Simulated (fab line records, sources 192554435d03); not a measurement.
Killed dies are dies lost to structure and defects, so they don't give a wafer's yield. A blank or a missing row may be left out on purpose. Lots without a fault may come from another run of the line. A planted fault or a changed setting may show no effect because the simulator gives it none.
Chamber matching | flow n5_finfet | N5_FIN_SAQP_SPACER1_ALD_24 on ald_sin-02: 4 sister chambers
The step deposits SiO2, target thk 20.3 nm, pulse time 1 s, purge time 2 s. 20 wafers are shown with their chamber, then 10 later ones without.

WAFERS WITH THEIR CHAMBER
wafer  | chamber | heater_power_w (W) | precursor_pulse_height_rel
L074.2 | 0       | 510                | 0.954
L074.3 | 1       | 467                | 1.011
L074.6 | 2       | 483                | 0.992
L076.1 | 0       | 505                | 1.019
L076.3 | 3       | 435                | 1.003
L076.4 | 2       | 504                | 1.043
L078.1 | 3       | 426                | 0.972
L078.2 | 1       | 463                | 1.019
L078.5 | 1       | 452                | 0.990
L079.2 | 1       | 453                | 1.025
L079.4 | 3       | 420                | 1.022
L079.5 | 2       | 488                | 0.997
L082.3 | 3       | 432                | 1.032
L082.4 | 0       | 489                | 0.994
L082.5 | 2       | 473                | 1.018
L084.2 | 2       | 499                | 0.992
L084.5 | 3       | 445                | 0.981
L084.6 | 2       | 486                | 0.973
L088.1 | 2       | 485                | 1.015
L088.2 | 1       | 470                | 0.971

SIGNATURES (means of the wafers above)
reading                    | chamber 0 | chamber 1 | chamber 2 | chamber 3 | scatter within a chamber
heater_power_w             | 501.33    | 461.00    | 488.29    | 431.60    | 9.69
precursor_pulse_height_rel | 0.98900   | 1.00320   | 1.00429   | 1.00200   | 0.0249
Rule: a wafer's distance from a chamber is the root of the sum, over the readings, of the square of ((its reading less the chamber's mean) divided by the reading's scatter). The wafer belongs to the nearest chamber; if the next one is less than 2 further off, it can't be placed. The scatter: the root of (the sum of the squares of (reading less its chamber's mean) over the shown wafers, divided by (wafers less chambers)).

WAFERS WITHOUT THEIR CHAMBER
wafer  | heater_power_w (W) | precursor_pulse_height_rel
L088.4 | 446                | 0.979
L089.1 | 452                | 0.984
L089.5 | 495                | 0.985
L089.6 | 433                | 1.023
L091.1 | 497                | 1.025
L091.4 | 459                | 1.051
L091.5 | 510                | 1.005
L092.4 | 463                | 1.026
L092.5 | 477                | 1.011
L092.6 | 500                | 0.976

WHICH CHAMBER EACH WENT THROUGH
wafer  | from the rows above          | in truth
L088.4 | can't be placed: 3 or 1      | 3
L089.1 | can't be placed: 1 or 3      | 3
L089.5 | can't be placed: 0 or 2      | 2
L089.6 | 3                            | 3
L091.1 | can't be placed: 2 or 0      | 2
L091.4 | can't be placed: 1 or 3 or 2 | 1
L091.5 | can't be placed: 0 or 2      | 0
L092.4 | can't be placed: 1 or 2      | 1
L092.5 | can't be placed: 2 or 1 or 0 | 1
L092.6 | can't be placed: 0 or 2      | 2
Placed correctly: 1 of 10. Can't be placed from these rows: 9 (the true chamber is among the candidates in 9). Placed wrongly: 0.
